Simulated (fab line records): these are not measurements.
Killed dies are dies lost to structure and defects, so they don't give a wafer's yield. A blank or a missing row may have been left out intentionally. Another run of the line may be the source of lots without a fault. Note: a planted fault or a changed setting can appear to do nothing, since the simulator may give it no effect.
A lot that was struck, set against a sound lot | flow n5 finfet | 26 steps out of a route of 1938
Sound: wafers L520.1, L520.2, L520.4. The struck wafers were L509.1, L509.5, L509.6. At the end, the cause is stated.
At each step with rows: each side's tool, then ch and its chambers, then its first start. Under that, the readings that differ: sound wafers | struck wafers | difference of the means | sigmas: that difference in standard deviations of wafers without a fault.
alike: same words and numbers on both sides, and readings whose means sit less than 2 such deviations apart. not compared: any withheld reading, any reading some wafer has no value for, any bound like >300 that may hide the same value, and any number with overlapping values for which the record gives no deviation.
Wherever a step has rows on one side only, a row that says differs or no value, or a row with sigmas, the two part there. Numbers that have no deviation but don't overlap get no sigmas and don't part them. Lack of a reading on every wafer of one side parts them only where that side has two or more wafers.

first, 10 steps without rows for these wafers: N5_DUMMY_GATE_STRIP_48 (strips in N2/H2, time 20 s); N5_DUMMY_GATE_PRECLEAN_33 (cleans in dHF, time 10 s); N5_DUMMY_GATE_PRECLEAN_25 (cleans in O3/DIW, time 45 s); N5_DUMMY_GATE_PRECLEAN_51 (cleans in SC2, time 45 s); N5_DUMMY_GATE_SRD_26 (time 30 s); N5_DUMMY_GATE_UV_OZONE_45 (time 120 s); N5_SPACER0_ALD_07 (deposits SiNx, target thk 2 nm); N5_SPACER0_ALD_00 (deposits SiOCN, target thk 3.5 nm, pulse time 3 s, purge time 2 s); N5_SPACER0_ALD_08 (deposits SiNx, target thk 2 nm); N5_SD_EPI_N_COAT_32 (time 60 s, resist thk 350 nm).
N5_SD_EPI_N_COAT_33: time 60 s, resist thk 35 nm.
  sound on litho track-03 ch 0, day 7 13:11; struck on litho track-04 ch 0, day 4 23:41
  reading                                     | sound                | struck               | difference | sigmas
  spin speed rpm (rpm)                        | 1500.2 1499.5 1499.3 | 1692.3 1693.5 1691.1 | +192.6     | +99 or more
  model.SiARC_of_SD_EPI_N_COAT_33.thk nm (nm) | 35 35 35.2           | 33 33 33             | -2         |
then, 7 steps without rows for these wafers: N5_SD_EPI_N_COAT_03 (resist thk 150 nm); N5_SD_EPI_N_EBR_05; N5_SD_EPI_N_SOFTBAKE_04 (time 60 s); N5_SD_EPI_N_EXPOSE_06 (exposes mask SD N BLK, target cd 120 nm); N5_SD_EPI_N_PEB_07 (peb time 60 s); N5_SD_EPI_N_DEVELOP_08 (develop time 30 s); N5_SD_EPI_N_DESCUM_14 (chemistry O2, time 7.9 s).
N5_SD_EPI_N_ETCH_34: etches SiARC in CF4, target depth 45.5 nm, time 75.8 s.
  sound on rie diel-05 ch 0,1,3, day 7 13:39; struck on rie diel-05 ch 0,1, day 5 00:20
  reading                                             | sound             | struck            | difference | sigmas
  etch rf on time s (s)                               | 77.9 76.3 78.3    | 73.4 72.3 72.8    | -4.7       | -5
  model.etch.depth nm (nm)                            | 35.06 35.06 35.14 | 33.02 32.93 32.93 | -2.13      |
  model.CAR-ArF-block_of_SD_EPI_N_COAT_03.thk nm (nm) | 110.8 111 111.2   | 112.8 112.8 112.6 | +1.7       |
  alike: drypump motor current A, oes product au, rf vpp V, showerhead plenum p Torr, throttle valve pct
  not compared: rf hours counter h
then, 4 steps without rows for these wafers: N5_SD_EPI_N_ETCH_35 (etches SOC in N2/H2, overetch 108 nm, time 486 s); N5_SD_EPI_N_STRIP_36 (strips in N2/H2); N5_SD_EPI_N_ETCHBACK_44 (etches SiNx in CH3F/O2, stops on SiO2, target depth 14.5 nm); N5_SD_EPI_N_ETCH_45 (etches SiOCN in CH3F/O2, target depth 6 nm).
N5_SD_EPI_N_ETCH_16: etches SiO2 in CHF3/O2, target depth 5 nm.
  sound on rie diel-05 ch 0,1,3, day 7 14:14; struck on rie diel-05 ch 0,1, day 5 00:55
  reading                                     | sound        | struck       | difference | sigmas
  model.SiARC_of_SD_EPI_N_COAT_33.thk nm (nm) | 12.8 12.6 13 | 11 10.8 10.8 | -2         |
  alike: drypump motor current A, oes product au, rf vpp V, showerhead plenum p Torr, throttle valve pct
  not compared: rf hours counter h
then, 1 step without rows for these wafers: N5_SD_EPI_N_STRIP_47 (strips in CHF3/O2).
-- the record jumps here: 5 days lie between the struck wafers' starts before and after (it left off in module SD_EPI_N and takes up again in module BEOL_M4, whose first step shown is number 1111 of the route) --
N5_BEOL_M4_RC_MEAS_101:
  sound on prober-02 ch 0, day 12 10:41; struck on prober-01 ch 0, day 9 19:44
  reading        | sound             | struck            | difference | sigmas
  DIBL_N (mV/V)  | 36.8 37.9 38.8    | 34.9 34.5 35.1    | -3.0       | -2
  IOFF_N (nA/um) | 0.171 0.191 0.210 | 0.141 0.138 0.145 | -0.049     | -2
  IOFF_P (nA/um) | 0.228 0.233 0.256 | 0.178 0.172 0.176 | -0.064     | -2
  SS_P (mV/dec)  | 74.8 73.5 74.3    | 73.8 72.8 72.9    | -1.0       | -2
  alike: DIBL_P, ION_N, ION_P, SS_N, VT_N, VT_P

== WHERE THEY PART ==
Last at N5_BEOL_M4_RC_MEAS_101 as far as this record goes, first at N5_SD_EPI_N_COAT_33.

WHY: whatever the simulator had introduced
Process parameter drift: litho track-04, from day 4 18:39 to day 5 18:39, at N5_SD_EPI_N_COAT_33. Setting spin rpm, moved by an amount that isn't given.
